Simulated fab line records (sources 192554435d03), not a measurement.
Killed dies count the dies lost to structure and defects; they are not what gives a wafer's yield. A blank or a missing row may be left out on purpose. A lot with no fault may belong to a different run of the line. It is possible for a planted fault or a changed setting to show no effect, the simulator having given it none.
fab line records ; flow n5Finfet ; part 2 of 2: steps 4 to 6 of 6
record lots=21; wafers=63; lastDay=21
route steps=1938 shown BEOL_M11@1539
lots that met no fault: from a run of the same line without faults
startH: hours from the record's opening day to when the first of the lot's shown wafers began ; waitH: hours elapsed since this lot's preceding step ; " identical to the entry in the row above ; L1.1+2: a single row standing in for several wafers ; - either no value or no given start ; * or withheld: withheld ; < > ~ a bound
route shown NAME@n: a module of which the file shows steps, and the number in the route of the first ; usual: the fault-free wafers' mean and standard deviation ; same: alike in all rows ; chamber/n: place in a boat ; sites: each site's reading ; _std_site: how widely they spread, as a standard deviation ; _edge_site: inner sites' mean taken away from outer sites' mean ; radiusMm: for every site, how far away it sits from the centre of the wafer ; mask NAME#n: copy n ; behind: tool/chamber where the wafer was last shaped ; hold: reason for holding the lot/hours on hold/outcome of the hold ; device: transistor that didn't switch, given as n, p or np ; end of line: the same wafers' tests at the end of the route ; where a step has no rows: the recipe by itself ; killed: dies that structure and defects cost at the first sort, which is not the same as the wafer's yield ; map: a wafer's dies, marking killed ones x, the rest . and places with no die _
set.NAME: the setting the step ran with; set.NAME@STEP: the setting that earlier step ran with ; model.NAME: the simulator's own value behind a step, which no gauge read
the route's steps for a sample of lots (tables are steps, rows are wafers)
services: from which hour (startH, from the record's first day; less than 0 if before it) a tool's chamber was out of use, for how many hours, and why
## steps
# step N5_BEOL_M11_VIA_ETCH_34
# recipe chemistry=C4F6/O2; target=SiCOH_lowk; targetDepthA=1845; maskMaterial=SOC; taperDeg=4; timeS=69.2; ionEnergyEv=250; pressureMtorr=30; sourceW=345; biasW=185; Ar_flow_sccm=300; C4F6_flow_sccm=10; O2_flow_sccm=10
# usual biasW=184.9/0.54; drypumpMotorCurrentA=5.6/0.46; oesProductAu=0.79/0.092; rfFwdPowerW=342.0/1.2; rfVppV=678/18; showerheadPlenumPTorr=2.85/0.11; throttleValvePct=20.89/0.21
lot.wafer;tool;chamber;startH;waitH;biasW;drypumpMotorCurrentA;oesProductAu;rfFwdPowerW;rfHoursCounterH;rfVppV;showerheadPlenumPTorr;throttleValvePct
L074.1;rieDiel-05;0;305.59;0.0;184.5;5.0;0.70;341.9;207;690;2.70;20.99
L074.4;rieDiel-05;2;305.59;0.0;184.8;6.1;0.75;341.5;161;657;2.98;20.92
L074.6;rieDiel-05;0;305.59;0.0;184.7;5.0;0.69;343.1;-;690;2.70;21.01
L077.2;rieDiel-05;0;321.97;0.0;185.3;5.0;0.69;340.7;211;692;2.70;21.01
L077.3;rieDiel-05;1;321.97;0.0;185.2;5.6;0.68;344.6;243;650;2.93;21.20
L077.5;rieDiel-05;0;321.97;0.0;184.0;5.0;0.69;341.6;-;691;2.70;21.00
L075.2;rieDiel-06;2;328.13;0.0;185.5;5.5;0.99;343.1;0;657;2.82;20.57
L075.3;rieDiel-06;1;328.13;0.0;186.0;5.6;0.77;343.8;127;674;2.94;20.52
L075.4;rieDiel-06;3;328.13;0.0;185.9;6.1;0.89;340.9;46;680;2.90;20.95
L076.2;rieDiel-02;1;330.53;0.0;185.4;6.4;0.76;341.0;123;693;2.97;20.80
L076.4;rieDiel-02;0;330.53;0.0;185.6;4.8;0.93;343.8;22;688;3.00;21.03
L076.6;rieDiel-02;1;330.53;0.0;185.2;6.4;0.76;340.5;-;691;2.97;20.79
L078.2;rieDiel-05;0;340.01;0.0;184.1;5.0;0.69;342.2;216;691;2.69;21.01
L078.4;rieDiel-05;3;340.01;0.0;184.7;5.7;0.71;340.7;208;667;2.71;20.83
L078.5;rieDiel-05;0;340.01;0.0;184.6;5.0;0.70;341.5;-;690;2.69;21.01
L080.2;rieDiel-06;2;343.62;0.0;184.8;5.6;0.95;342.7;7;656;2.82;20.57
L080.4;rieDiel-06;3;343.62;0.0;184.5;6.0;0.90;342.4;51;680;2.90;20.94
L080.5;rieDiel-06;3;343.62;0.0;184.6;6.1;0.89;341.9;-;679;2.90;20.93
L082.3;rieDiel-06;1;346.25;0.0;185.1;5.5;0.76;343.9;134;675;2.94;20.54
L082.4;rieDiel-06;2;346.25;0.0;185.3;5.6;0.94;344.5;8;656;2.82;20.55
L082.6;rieDiel-06;3;346.25;0.0;185.2;6.1;0.89;340.2;-;680;2.90;20.95
L079.4;rieDiel-02;0;357.36;0.0;184.5;4.8;0.90;338.7;30;689;2.99;21.03
L079.5;rieDiel-02;0;357.36;0.0;185.0;4.8;0.91;339.8;-;687;2.99;21.03
L079.6;rieDiel-02;3;357.36;0.0;185.2;5.7;0.77;342.1;-;716;2.72;21.09
L086.2;rieDiel-05;3;383.77;0.0;184.5;5.8;0.70;344.1;223;667;2.70;20.85
L086.3;rieDiel-05;0;383.77;0.0;184.7;5.0;0.69;343.1;230;690;2.69;21.04
L086.4;rieDiel-05;3;383.77;0.0;184.7;5.7;0.70;341.2;-;666;2.70;20.85
L081.3;rieDiel-02;3;388.71;0.0;185.2;5.7;0.77;343.0;139;715;2.72;21.14
L081.5;rieDiel-02;3;388.71;0.0;185.0;5.7;0.77;341.7;-;715;2.72;21.12
L081.6;rieDiel-02;2;388.71;0.0;185.4;5.0;0.89;343.4;-;659;2.89;20.53
L083.2;rieDiel-05;3;391.92;0.0;185.6;5.8;0.70;342.0;226;667;2.70;20.85
L083.3;rieDiel-05;0;391.92;0.0;186.0;5.0;0.69;340.9;233;691;2.69;21.04
L083.6;rieDiel-05;3;391.92;0.0;185.0;5.7;0.69;342.0;-;667;2.70;20.85
L090.3;rieDiel-05;2;403.08;0.0;184.7;6.1;0.72;341.6;194;657;2.96;21.00
L090.4;rieDiel-05;1;403.08;0.0;184.0;5.6;0.93;341.2;6;693;2.93;20.85
L090.6;rieDiel-05;1;403.08;0.0;184.1;5.6;0.94;343.9;-;694;2.93;20.85
L089.1;rieDiel-02;3;414.19;0.0;184.5;5.7;0.76;340.6;146;716;2.71;21.15
L089.2;rieDiel-02;1;414.19;0.0;184.5;6.4;0.75;340.8;148;692;2.95;20.83
L089.4;rieDiel-02;0;414.19;0.0;184.6;4.8;0.89;340.8;46;688;2.99;21.04
L088.2;rieDiel-02;1;423.11;0.0;185.2;6.4;0.75;340.6;151;692;2.95;20.82
L088.5;rieDiel-02;1;423.11;0.0;185.4;6.5;0.74;340.9;-;693;2.95;20.84
L088.6;rieDiel-02;2;423.11;0.0;184.7;5.0;0.88;342.7;-;658;2.88;20.57
L091.3;rieDiel-06;0;425.06;0.0;185.6;5.8;0.72;343.1;193;683;2.82;21.16
L091.4;rieDiel-06;3;425.06;0.0;184.8;6.0;0.87;339.6;76;679;2.89;20.99
L091.5;rieDiel-06;3;425.06;0.0;184.5;6.1;0.85;342.4;-;679;2.89;21.00
L096.1;rieDiel-05;2;432.52;0.0;186.0;6.1;0.71;342.7;202;656;2.96;20.98
L096.2;rieDiel-05;3;432.52;0.0;184.7;5.7;0.67;343.5;240;667;2.69;20.87
L096.5;rieDiel-05;0;432.52;0.0;184.3;5.0;0.67;343.1;-;690;2.68;21.05
L092.2;rieDiel-06;1;433.02;0.0;184.3;5.6;0.75;340.9;159;675;2.92;20.56
L092.3;rieDiel-06;3;433.02;0.0;185.1;6.1;0.86;340.3;79;681;2.89;20.98
L092.5;rieDiel-06;1;433.02;0.0;184.2;5.5;0.74;340.3;-;675;2.92;20.58
L094.2;rieDiel-02;1;433.38;0.0;184.7;6.4;0.74;342.4;154;691;2.95;20.83
L094.3;rieDiel-02;2;433.38;0.0;185.6;5.0;0.87;343.9;31;658;2.88;20.59
L094.4;rieDiel-02;3;433.38;0.0;185.1;5.7;0.76;342.1;152;716;2.71;21.15
L093.2;rieDiel-05;1;451.46;0.0;185.5;5.6;0.90;341.7;22;693;2.92;20.88
L093.3;rieDiel-05;3;451.46;0.0;185.0;5.7;0.68;342.1;246;666;2.69;20.87
L093.6;rieDiel-05;3;451.46;0.0;184.7;5.8;0.68;341.1;-;667;2.69;20.87
L095.1;rieDiel-06;3;452.42;0.0;185.2;6.0;0.84;341.9;86;678;2.89;21.00
L095.2;rieDiel-06;2;452.42;0.0;185.7;5.5;0.89;343.4;35;657;2.81;20.62
L095.6;rieDiel-06;1;452.42;0.0;185.1;5.6;0.73;340.2;-;672;2.92;20.58
L097.4;rieDiel-06;1;460.35;0.0;184.7;5.6;0.72;342.2;169;673;2.92;20.57
L097.5;rieDiel-06;2;460.35;0.0;185.0;5.5;0.89;343.4;-;656;2.81;20.59
L097.6;rieDiel-06;3;460.35;0.0;183.6;6.0;0.84;342.0;-;679;2.89;20.99
# step N5_BEOL_M11_STRIP_36
# recipe chemistry=N2/H2; powerW=450; tempC=40; pressureMtorr=20; rfFrequencyHz=6e+07; overashFraction=0.3; biasPowerW=7; h2Frac=0.5; n2FlowSccm=200; h2FlowSccm=200
# usual drypumpMotorCurrentA=5.6/0.46; oesProductAu=0.79/0.094; rfVppV=59.2/1.9; showerheadPlenumPTorr=2.55/0.096; throttleValvePct=23.8/0.43
lot.wafer;tool;chamber;startH;waitH;drypumpMotorCurrentA;oesProductAu;rfHoursCounterH;rfVppV;showerheadPlenumPTorr;throttleValvePct
L074.1;rieDiel-05;0;305.66;0.0;5.0;0.68;207;58.2;2.40;23.8
L074.4;rieDiel-05;2;305.66;0.0;6.1;0.74;161;59.9;2.67;24.2
L074.6;rieDiel-05;0;305.66;0.0;5.0;0.71;-;57.9;2.40;23.8
L077.2;rieDiel-05;0;322.03;0.0;5.0;0.69;211;57.3;2.40;23.9
L077.3;rieDiel-05;1;322.03;0.0;5.6;0.68;243;59.5;2.62;24.0
L077.5;rieDiel-05;0;322.03;0.0;5.0;0.68;-;54.4;2.40;23.9
L075.2;rieDiel-06;2;328.20;0.0;5.6;1.01;0;54.2;2.48;23.1
L075.3;rieDiel-06;1;328.20;0.0;5.5;0.77;127;56.2;2.63;23.1
L075.4;rieDiel-06;3;328.20;0.0;6.0;0.89;46;56.1;2.58;23.6
L076.2;rieDiel-02;1;330.59;0.0;6.4;0.77;123;61.8;2.65;23.4
L076.4;rieDiel-02;0;330.59;0.0;4.8;0.92;22;61.8;2.68;23.9
L076.6;rieDiel-02;1;330.59;0.0;6.4;0.78;-;58.9;2.65;23.4
L078.2;rieDiel-05;0;340.07;0.0;5.0;0.70;216;61.4;2.40;23.9
L078.4;rieDiel-05;3;340.07;0.0;5.8;0.70;208;58.8;2.42;23.5
L078.5;rieDiel-05;0;340.07;0.0;5.0;0.69;-;58.0;2.40;23.9
L080.2;rieDiel-06;2;343.68;0.0;5.6;0.95;7;59.0;2.48;23.1
L080.4;rieDiel-06;3;343.68;0.0;6.1;0.87;51;57.8;2.57;23.6
L080.5;rieDiel-06;3;343.68;0.0;6.1;0.87;-;60.6;2.57;23.6
L082.3;rieDiel-06;1;346.31;0.0;5.5;0.75;134;61.7;2.63;23.2
L082.4;rieDiel-06;2;346.31;0.0;5.5;0.93;8;62.4;2.48;23.1
L082.6;rieDiel-06;3;346.31;0.0;6.0;0.86;-;56.7;2.57;23.6
L079.4;rieDiel-02;0;357.42;0.0;4.8;0.88;30;58.6;2.68;23.9
L079.5;rieDiel-02;0;357.42;0.0;4.9;0.91;-;62.1;2.68;23.9
L079.6;rieDiel-02;3;357.42;0.0;5.7;0.80;-;61.0;2.48;24.7
L086.2;rieDiel-05;3;383.83;0.0;5.8;0.68;223;60.9;2.41;23.6
L086.3;rieDiel-05;0;383.83;0.0;5.0;0.69;230;56.1;2.39;23.8
L086.4;rieDiel-05;3;383.83;0.0;5.8;0.68;-;57.0;2.41;23.6
L081.3;rieDiel-02;3;388.77;0.0;5.7;0.77;139;59.4;2.47;24.7
L081.5;rieDiel-02;3;388.77;0.0;5.7;0.78;-;59.0;2.47;24.7
L081.6;rieDiel-02;2;388.77;0.0;5.0;0.91;-;60.4;2.59;23.5
L083.2;rieDiel-05;3;391.98;0.0;5.8;0.67;226;59.5;2.41;23.6
L083.3;rieDiel-05;0;391.98;0.0;5.0;0.68;233;58.2;2.39;23.9
L083.6;rieDiel-05;3;391.98;0.0;5.8;0.68;-;54.8;2.41;23.6
L090.3;rieDiel-05;2;403.14;0.0;6.1;0.71;194;58.1;2.66;24.2
L090.4;rieDiel-05;1;403.14;0.0;5.6;0.93;6;60.4;2.61;23.6
L090.6;rieDiel-05;1;403.14;0.0;5.6;0.91;-;59.7;2.62;23.6
L089.1;rieDiel-02;3;414.26;0.0;5.7;0.77;146;62.5;2.47;24.7
L089.2;rieDiel-02;1;414.26;0.0;6.4;0.75;148;56.9;2.64;23.4
L089.4;rieDiel-02;0;414.26;0.0;4.8;0.88;46;60.3;2.67;23.9
L088.2;rieDiel-02;1;423.17;0.0;6.4;0.76;151;60.5;2.64;23.4
L088.5;rieDiel-02;1;423.17;0.0;6.4;0.76;-;60.4;2.64;23.4
L088.6;rieDiel-02;2;423.17;0.0;5.0;0.88;-;59.9;2.59;23.5
L091.3;rieDiel-06;0;425.12;0.0;5.8;0.73;193;61.9;2.54;24.1
L091.4;rieDiel-06;3;425.12;0.0;6.0;0.84;76;56.2;2.56;23.6
L091.5;rieDiel-06;3;425.12;0.0;6.0;0.83;-;60.7;2.56;23.6
L096.1;rieDiel-05;2;432.58;0.0;6.1;0.70;202;59.9;2.65;24.2
L096.2;rieDiel-05;3;432.58;0.0;5.8;0.66;240;59.1;2.40;23.6
L096.5;rieDiel-05;0;432.58;0.0;5.0;0.65;-;56.9;2.39;23.9
L092.2;rieDiel-06;1;433.08;0.0;5.5;0.74;159;58.7;2.62;23.2
L092.3;rieDiel-06;3;433.08;0.0;6.1;0.84;79;57.7;2.56;23.6
L092.5;rieDiel-06;1;433.08;0.0;5.6;0.73;-;58.8;2.62;23.2
L094.2;rieDiel-02;1;433.45;0.0;6.4;0.76;154;57.6;2.64;23.4
L094.3;rieDiel-02;2;433.45;0.0;5.0;0.91;31;61.2;2.59;23.5
L094.4;rieDiel-02;3;433.45;0.0;5.7;0.78;152;61.8;2.47;24.8
L093.2;rieDiel-05;1;451.52;0.0;5.5;0.90;22;62.9;2.61;23.6
L093.3;rieDiel-05;3;451.52;0.0;5.8;0.66;246;59.4;2.40;23.6
L093.6;rieDiel-05;3;451.52;0.0;5.8;0.65;-;58.4;2.40;23.6
L095.1;rieDiel-06;3;452.48;0.0;6.0;0.84;86;57.7;2.56;23.6
L095.2;rieDiel-06;2;452.48;0.0;5.5;0.87;35;57.7;2.47;23.2
L095.6;rieDiel-06;1;452.48;0.0;5.6;0.74;-;59.0;2.62;23.2
L097.4;rieDiel-06;1;460.41;0.0;5.5;0.72;169;59.0;2.62;23.2
L097.5;rieDiel-06;2;460.41;0.0;5.6;0.89;-;60.2;2.47;23.2
L097.6;rieDiel-06;3;460.41;0.0;6.1;0.82;-;56.4;2.56;23.6
# step N5_BEOL_M11_OCD_MEAS_38
# usual trenchDepthNm=148/3.6
lot.wafer;tool;chamber;startH;waitH;trenchDepthNm
L074.1;ocd-01;-;305.88;-;145
L074.4;ocd-01;-;305.88;-;148
L074.6;ocd-01;-;305.88;-;147
L077.2;ocd-01;-;322.26;-;148
L077.3;ocd-01;-;322.26;-;144
L077.5;ocd-01;-;322.26;-;146
L075.2;ocd-02;-;328.42;-;150
L075.3;ocd-02;-;328.42;-;148
L075.4;ocd-02;-;328.42;-;157
L076.2;ocd-02;-;330.82;-;142
L076.4;ocd-02;-;330.82;-;151
L076.6;ocd-02;-;330.82;-;144
L078.2;ocd-02;-;340.30;-;145
L078.4;ocd-02;-;340.30;-;146
L078.5;ocd-02;-;340.30;-;145
L080.2;ocd-01;-;343.91;-;151
L080.4;ocd-01;-;343.91;-;158
L080.5;ocd-01;-;343.91;-;156
L082.3;ocd-01;-;346.53;-;147
L082.4;ocd-01;-;346.53;-;152
L082.6;ocd-01;-;346.53;-;157
L079.4;ocd-02;-;357.65;-;153
L079.5;ocd-02;-;357.65;-;152
L079.6;ocd-02;-;357.65;-;145
L086.2;ocd-02;-;384.06;-;147
L086.3;ocd-02;-;384.06;-;148
L086.4;ocd-02;-;384.06;-;147
L081.3;ocd-02;-;389.00;-;145
L081.5;ocd-02;-;389.00;-;146
L081.6;ocd-02;-;389.00;-;147
L083.2;ocd-01;-;392.20;-;147
L083.3;ocd-01;-;392.20;-;148
L083.6;ocd-01;-;392.20;-;147
L090.3;ocd-01;-;403.36;-;149
L090.4;ocd-01;-;403.36;-;152
L090.6;ocd-01;-;403.36;-;151
L089.1;ocd-02;-;414.48;-;144
L089.2;ocd-02;-;414.48;-;144
L089.4;ocd-02;-;414.48;-;151
L088.2;ocd-01;-;423.40;-;145
L088.5;ocd-01;-;423.40;-;146
L088.6;ocd-01;-;423.40;-;149
L091.3;ocd-02;-;425.35;-;146
L091.4;ocd-02;-;425.35;-;155
L091.5;ocd-02;-;425.35;-;155
L096.1;ocd-01;-;432.81;-;148
L096.2;ocd-01;-;432.81;-;145
L096.5;ocd-01;-;432.81;-;148
L092.2;ocd-02;-;433.30;-;146
L092.3;ocd-02;-;433.30;-;152
L092.5;ocd-02;-;433.30;-;144
L094.2;ocd-01;-;433.67;-;145
L094.3;ocd-01;-;433.67;-;150
L094.4;ocd-01;-;433.67;-;146
L093.2;ocd-01;-;451.74;-;151
L093.3;ocd-01;-;451.74;-;144
L093.6;ocd-01;-;451.74;-;144
L095.1;ocd-02;-;452.70;-;154
L095.2;ocd-02;-;452.70;-;151
L095.6;ocd-02;-;452.70;-;144
L097.4;ocd-01;-;460.64;-;146
L097.5;ocd-01;-;460.64;-;152
L097.6;ocd-01;-;460.64;-;157
## services
tool;chamber;startH;hours;kind
rieDiel-05;0;278.72;5.3;repair
pecvd-03;-;281.93;0.7;repair
rieDiel-06;0;285.76;6.9;repair
rieDiel-06;2;292.73;-;clean
rieDiel-05;0;344.40;2.8;repair
rieDiel-05;1;347.18;-;clean
rieDiel-05;1;347.18;-;consumableReplace:esc
rieDiel-05;1;347.18;-;consumableReplace:focusRing
rieDiel-05;1;347.18;37.7;scheduledDown
rieDiel-05;1;347.18;37.7;ventCycle
pecvd-03;1;352.44;2.7;repair
rieDiel-02;1;367.74;5.0;repair
pecvd-02;2;391.50;18.6;repair
rieDiel-06;0;401.30;8.8;repair
rieDiel-06;0;411.47;6.5;repair
rieDiel-02;2;417.51;2.8;repair
rieDiel-06;2;431.53;15.6;repair
pecvd-03;-;434.29;2.4;repair
rieDiel-05;0;444.10;-;clean
rieDiel-05;0;444.10;-;consumableReplace:focusRing
rieDiel-05;0;444.10;-;consumableReplace:showerhead
rieDiel-05;0;444.10;18.9;scheduledDown
rieDiel-05;0;444.10;18.9;ventCycle
pecvd-01;-;447.47;14.6;pm
